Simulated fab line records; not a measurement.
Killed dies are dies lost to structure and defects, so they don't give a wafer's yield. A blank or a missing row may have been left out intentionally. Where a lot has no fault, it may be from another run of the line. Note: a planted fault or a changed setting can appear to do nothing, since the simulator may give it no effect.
The tool behind it: which one? ; flow n5_finfet ; 24 lots with 72 wafers sampled at 6 steps, on a route of 1938 steps

== WHAT EACH GAUGE READ, for each wafer ==
N5_BEOL_M14_THK_MEAS_01. Usual: for M14_ILD_THK the level is 1121 nm and the standard deviation is 14.
lot;measured;on;M14_ILD_THK (nm);flag
L074;day 12 03:35;film_metro-02;1121 1107 1127;
L075;day 12 23:43;film_metro-01;1138 1142 1146;
L077;day 13 13:47;film_metro-02;1124 1139 1131;
L076;day 13 20:07;film_metro-02;1141 1115 1129;
L078;day 14 04:07;film_metro-02;1143 1122 1110;
L079;day 14 07:07;film_metro-02;1095 1107 1120;
L080;day 14 21:13;film_metro-02;1111 1116 1130;
L081;day 16 06:01;film_metro-01;1117 1110 1130;
L083;day 17 05:05;film_metro-02;1114 1113 1126;
L084;day 17 12:58;film_metro-02;1124 1112 1122;
L085;day 17 23:50;film_metro-02;1104 1125 1133;
L086;day 18 03:59;film_metro-01;1112 1127 1107;
L090;day 18 15:24;film_metro-02;1099 1121 1119;
L087;day 18 17:56;film_metro-01;1128 1140 1146;
L088;day 19 04:06;film_metro-02;1126 1125 1141;
L095;day 19 19:38;film_metro-01;1124 1121 1131;
L097;day 19 22:00;film_metro-01;1119 1140 1129;
L091;day 19 23:20;film_metro-02;1118 1129 1108;
L092;day 20 12:02;film_metro-02;1112 1119 1131;
L089;day 20 19:31;film_metro-01;1112 1116 1110;
L094;day 20 19:34;film_metro-01;1104 1126 1128;
L096;day 21 03:26;film_metro-01;1107 1126 1132;
L082;day 21 08:50;film_metro-02;1129 1117 1115;
L093;day 21 10:45;film_metro-02;1116 1141 1116;

N5_BEOL_M14_RS_MEAS_54: measures by four-point-probe. Usual: for M14_RS the level is 0.0333 ohm/sq and the standard deviation is 0.00055.
lot;measured;on;M14_RS (ohm/sq);flag
L074;day 12 09:07;film_metro-01;0.0343 0.0336 0.0327;
L075;day 13 05:25;film_metro-02;0.0326 0.0338 0.0336;
L077;day 13 20:14;film_metro-02;0.0338 0.0338 0.0325;
L076;day 14 00:29;film_metro-02;0.0336 0.0338 0.0332;
L078;day 14 07:54;film_metro-02;0.0328 0.0341 0.0327;
L079;day 14 13:08;film_metro-02;0.0338 0.0333 0.0342;
L080;day 15 01:29;film_metro-02;0.0321 0.0328 0.0336;
L081;day 16 10:09;film_metro-01;0.0330 0.0331 0.0342;
L083;day 17 12:44;film_metro-01;0.0335 0.0328 0.0323;
L084;day 17 16:50;film_metro-01;0.0329 0.0337 0.0327;
L085;day 18 08:32;film_metro-01;0.0330 0.0340 0.0337;
L086;day 18 09:52;film_metro-01;0.0331 0.0336 0.0326;
L090;day 18 19:55;film_metro-01;0.0333 0.0331 0.0338;
L087;day 19 03:02;film_metro-01;0.0329 0.0330 0.0333;
L088;day 19 10:49;film_metro-02;0.0334 0.0332 0.0332;
L095;day 20 01:34;film_metro-01;0.0329 0.0332 0.0339;
L097;day 20 06:41;film_metro-02;0.0328 0.0337 0.0334;
L091;day 20 09:42;film_metro-01;0.0333 0.0328 0.0348;
L092;day 20 17:17;film_metro-01;0.0326 0.0326 0.0338;
L089;day 21 02:39;film_metro-01;0.0333 0.0349 0.0336;
L094;day 21 08:04;film_metro-01;0.0324 0.0333 0.0323;
L096;day 21 11:14;film_metro-01;0.0337 0.0337 0.0330;
L082;day 21 14:05;film_metro-02;0.0327 0.0326 0.0330;
L093;day 21 14:59;film_metro-01;0.0338 0.0330 0.0341;

N5_BEOL_M15_INSPECT_12: inspects for defects (macro). Usual: 2.1 for raw_defect_count, sd 1.3.
lot;measured;on;raw_defect_count;flag
L074;day 12 09:47;defect_inspect-01;5 1 4;
L075;day 13 06:13;defect_inspect-01;1 1 0;
L077;day 13 20:54;defect_inspect-01;1 3 1;
L076;day 14 01:17;defect_inspect-02;1 2 1;
L078;day 14 08:48;defect_inspect-01;3 2 3;
L079;day 14 13:48;defect_inspect-02;1 1 2;
L080;day 15 02:26;defect_inspect-02;5 1 2;
L081;day 16 10:49;defect_inspect-02;3 1 2;
L083;day 17 13:32;defect_inspect-01;1 2 3;
L084;day 17 17:31;defect_inspect-01;4 1 2;
L085;day 18 09:13;defect_inspect-02;1 2 2;
L086;day 18 10:32;defect_inspect-02;0 3 1;
L090;day 18 20:43;defect_inspect-02;0 2 3;
L087;day 19 03:50;defect_inspect-02;3 0 3;
L088;day 19 11:37;defect_inspect-02;2 4 4;
L095;day 20 02:22;defect_inspect-01;2 3 0;
L097;day 20 07:28;defect_inspect-01;3 2 2;
L091;day 20 10:22;defect_inspect-01;1 3 3;
L092;day 20 18:04;defect_inspect-01;3 2 2;
L089;day 21 03:19;defect_inspect-01;1 6 3;
L094;day 21 08:52;defect_inspect-01;1 1 0;
L096;day 21 11:58;defect_inspect-01;1 2 2;
L082;day 21 14:46;defect_inspect-01;2 2 2;
L093;day 21 16:01;defect_inspect-01;3 2 1;

== EACH LOT AND THE TOOL THAT RAN IT (in order: tool; ch and the chambers of the sampled wafers; start) ==
lot;N5_BEOL_M14_ILD_DEP_00;N5_BEOL_M14_DESCUM_33;N5_BEOL_M14_ANNEAL_48
L074;pecvd-03 ch 0,2, day 12 03:24;rie_diel-04 ch 0,1,2, day 12 04:58;rtp_anneal-02 ch 0, day 12 08:23
L075;pecvd-04 ch 0,1,2, day 12 23:31;rie_diel-04 ch 0,1, day 13 01:12;rtp_anneal-01 ch 0, day 13 04:44
L077;pecvd-04 ch 0,1,2, day 13 13:36;rie_diel-04 ch 0,1, day 13 15:11;rtp_anneal-01 ch 0, day 13 19:31
L076;pecvd-04 ch 0,1,2, day 13 20:01;rie_diel-02 ch 0,1, day 13 21:29;rtp_anneal-01 ch 0, day 13 23:53
L078;pecvd-01 ch 0,1,2, day 14 04:01;rie_diel-04 ch 0,1,2, day 14 05:32;rtp_anneal-02 ch 0, day 14 07:19
L079;pecvd-03 ch 0,2, day 14 06:56;rie_diel-05 ch 0,2,3, day 14 08:26;rtp_anneal-02 ch 0, day 14 12:25
L080;pecvd-04 ch 0,1, day 14 21:01;rie_diel-04 ch 0,1,3, day 14 22:43;rtp_anneal-02 ch 0, day 15 00:52
L081;pecvd-04 ch 1,2, day 16 05:49;rie_diel-02 ch 1,2,3, day 16 07:31;rtp_anneal-02 ch 0, day 16 09:26
L083;pecvd-04 ch 0,1, day 17 04:54;rie_diel-04 ch 1,2,3, day 17 06:37;rtp_anneal-02 ch 0, day 17 12:04
L084;pecvd-01 ch 0,1,2, day 17 12:50;rie_diel-04 ch 1,2,3, day 17 14:29;rtp_anneal-01 ch 0, day 17 16:15
L085;pecvd-01 ch 0,1, day 17 23:40;rie_diel-05 ch 0,1, day 18 01:34;rtp_anneal-02 ch 0, day 18 07:49
L086;pecvd-04 ch 0,2, day 18 03:48;rie_diel-04 ch 1,2,3, day 18 05:21;rtp_anneal-01 ch 0, day 18 09:13
L090;pecvd-01 ch 0,1, day 18 15:13;rie_diel-02 ch 1,2, day 18 17:04;rtp_anneal-02 ch 0, day 18 19:16
L087;pecvd-03 ch 1,2, day 18 17:44;rie_diel-04 ch 0,3, day 18 19:23;rtp_anneal-02 ch 0, day 19 02:22
L088;pecvd-03 ch 0,1, day 19 03:55;rie_diel-02 ch 0,1,2, day 19 05:50;rtp_anneal-01 ch 0, day 19 10:09
L095;pecvd-04 ch 0,2, day 19 19:27;rie_diel-05 ch 0,1,2, day 19 21:52;rtp_anneal-01 ch 0, day 20 00:57
L097;pecvd-03 ch 0,1,2, day 19 21:49;rie_diel-02 ch 0,2,3, day 19 23:47;rtp_anneal-02 ch 0, day 20 06:03
L091;pecvd-03 ch 0,1,2, day 19 23:09;rie_diel-02 ch 0,1,3, day 20 01:25;rtp_anneal-02 ch 0, day 20 08:57
L092;pecvd-03 ch 1,2, day 20 11:51;rie_diel-04 ch 0,1,2, day 20 13:25;rtp_anneal-01 ch 0, day 20 16:17
L089;pecvd-01 ch 0,1,2, day 20 19:19;rie_diel-02 ch 0,2,3, day 20 20:53;rtp_anneal-02 ch 0, day 21 01:56
L094;pecvd-03 ch 1,2, day 20 19:23;rie_diel-04 ch 0,1,2, day 20 21:04;rtp_anneal-01 ch 0, day 21 07:20
L096;pecvd-03 ch 1,2, day 21 03:14;rie_diel-05 ch 1,2, day 21 05:02;rtp_anneal-01 ch 0, day 21 10:37
L082;pecvd-03 ch 0,1,2, day 21 08:38;rie_diel-04 ch 0,2, day 21 10:21;rtp_anneal-02 ch 0, day 21 13:22
L093;pecvd-03 ch 0,2, day 21 10:34;rie_diel-04 ch 1,3, day 21 12:02;rtp_anneal-01 ch 0, day 21 14:16
- N5_BEOL_M14_ILD_DEP_00: deposits SiO2 from TEOS/O2, target thk 1119.3 nm, time 237.4 s.
- N5_BEOL_M14_DESCUM_33: chemistry O2, time 7.9 s.
- N5_BEOL_M14_ANNEAL_48: time 90 s.

== WHAT THE TOOLS THEMSELVES READ (means of the sampled wafers that have a number; where no wafer has one, the mark that the record gives instead) ==
N5_BEOL_M14_ILD_DEP_00. Usual: chamber_pressure_Torr 6.501 Torr, standard deviation 0.012; heater_power_w 515 W, standard deviation 72; showerhead_plenum_p_Torr 8.33 Torr, standard deviation 0.033; throttle_valve_pct 18.8 %, standard deviation 0.79.
lot;tool;chamber_pressure_Torr (Torr);heater_power_w (W);showerhead_plenum_p_Torr (Torr);throttle_valve_pct (%);flag
L074;pecvd-03;6.504;544;8.34;18.0;
L075;pecvd-04;6.492;453;8.33;18.6;
L077;pecvd-04;6.508;458;8.35;18.6;
L076;pecvd-04;6.504;479;8.34;18.5;
L078;pecvd-01;6.506;518;8.34;18.8;
L079;pecvd-03;6.501;530;8.34;18.2;
L080;pecvd-04;6.504;456;8.35;18.3;
L081;pecvd-04;6.514;439;8.36;18.4;
L083;pecvd-04;6.500;502;8.33;18.7;
L084;pecvd-01;6.508;550;8.37;18.9;
L085;pecvd-01;6.504;548;8.35;19.3;
L086;pecvd-04;6.505;434;8.30;19.1;
L090;pecvd-01;6.511;485;8.35;19.9;
L087;pecvd-03;6.496;566;8.31;18.1;
L088;pecvd-03;6.500;493;8.31;19.2;
L095;pecvd-04;6.507;447;8.31;19.3;
L097;pecvd-03;6.499;546;8.31;18.7;
L091;pecvd-03;6.494;556;8.31;18.7;
L092;pecvd-03;6.506;528;8.30;18.5;
L089;pecvd-01;6.507;521;8.36;19.0;
L094;pecvd-03;6.508;491;8.29;18.7;
L096;pecvd-03;6.489;559;8.29;18.8;
L082;pecvd-03;6.489;543;8.31;18.8;
L093;pecvd-03;6.508;551;8.34;18.1;

N5_BEOL_M14_DESCUM_33. Usual: drypump_motor_current_A 5.6 A, standard deviation 0.37; oes_product_au 0.83 a.u., standard deviation 0.084; rf_vpp_V 243.6 V, standard deviation 1.5; showerhead_plenum_p_Torr 2.11 Torr, standard deviation 0.08; throttle_valve_pct 20.42 %, standard deviation 0.2.
lot;tool;drypump_motor_current_A (A);oes_product_au (a.u.);rf_vpp_V (V);showerhead_plenum_p_Torr (Torr);throttle_valve_pct (%);flag
L074;rie_diel-04;5.6;0.81;243.3;2.10;20.47;
L075;rie_diel-04;5.7;0.85;243.2;2.09;20.50;
L077;rie_diel-04;5.7;0.85;243.9;2.09;20.51;
L076;rie_diel-02;5.7;0.70;243.6;2.10;20.47;
L078;rie_diel-04;5.6;0.89;243.3;2.09;20.33;
L079;rie_diel-05;6.3;0.81;244.4;2.14;20.50;
L080;rie_diel-04;5.6;0.87;243.6;2.12;20.43;
L081;rie_diel-02;5.7;0.73;243.2;2.11;20.60;
L083;rie_diel-04;5.3;0.86;242.2;2.06;20.38;
L084;rie_diel-04;5.3;0.86;242.0;2.06;20.39;
L085;rie_diel-05;6.0;0.83;243.6;2.15;20.39;
L086;rie_diel-04;5.3;0.86;243.0;2.06;20.39;
L090;rie_diel-02;5.7;0.71;244.7;2.16;20.59;
L087;rie_diel-04;5.4;0.86;244.9;2.15;20.37;
L088;rie_diel-02;5.6;0.78;245.5;2.18;20.42;
L095;rie_diel-05;5.8;0.82;244.0;2.15;20.40;
L097;rie_diel-02;5.6;0.79;243.1;2.12;20.50;
L091;rie_diel-02;5.6;0.86;243.6;2.12;20.36;
L092;rie_diel-04;5.6;0.82;242.9;2.08;20.41;
L089;rie_diel-02;5.6;0.77;243.2;2.12;20.51;
L094;rie_diel-04;5.6;0.82;243.4;2.08;20.41;
L096;rie_diel-05;5.5;0.81;244.9;2.18;20.36;
L082;rie_diel-04;5.5;0.84;243.0;2.09;20.25;
L093;rie_diel-04;5.4;0.80;242.7;2.04;20.63;

N5_BEOL_M14_ANNEAL_48. Usual: 226.05 for wafer_temp_C_max, sd 0.25.
lot;tool;wafer_temp_C_max;flag
L074;rtp_anneal-02;225.93;
L075;rtp_anneal-01;225.95;
L077;rtp_anneal-01;226.22;
L076;rtp_anneal-01;226.23;
L078;rtp_anneal-02;226.08;
L079;rtp_anneal-02;226.12;
L080;rtp_anneal-02;226.00;
L081;rtp_anneal-02;226.14;
L083;rtp_anneal-02;225.59;
L084;rtp_anneal-01;225.95;
L085;rtp_anneal-02;225.96;
L086;rtp_anneal-01;226.50;
L090;rtp_anneal-02;226.20;
L087;rtp_anneal-02;226.31;
L088;rtp_anneal-01;226.06;
L095;rtp_anneal-01;226.33;
L097;rtp_anneal-02;225.93;
L091;rtp_anneal-02;226.22;
L092;rtp_anneal-01;226.12;
L089;rtp_anneal-02;226.04;
L094;rtp_anneal-01;226.04;
L096;rtp_anneal-01;226.22;
L082;rtp_anneal-02;226.05;
L093;rtp_anneal-01;226.10;

== THE ANSWER, worked out from the rows above alone ==
Rule: a lot counts as off when the mean over its wafers that have a number is more than 3 standard deviations away from the usual mean. Also off: a lot with no number at a reading for which 4 or more lots have one. All remaining lots with rows at the step are treated as sound. The gauges are gone through in route order, then the tools' own readings, and for those a lot's mean is taken as printed above. The first step at which some lot is off is used, and at that step the reading that is off furthest; a lot without a number counts as furthest.
No lot is off on any of the readings shown, so nothing can be concluded from this.

== WHAT WAS PUT IN BY THE SIMULATOR ==
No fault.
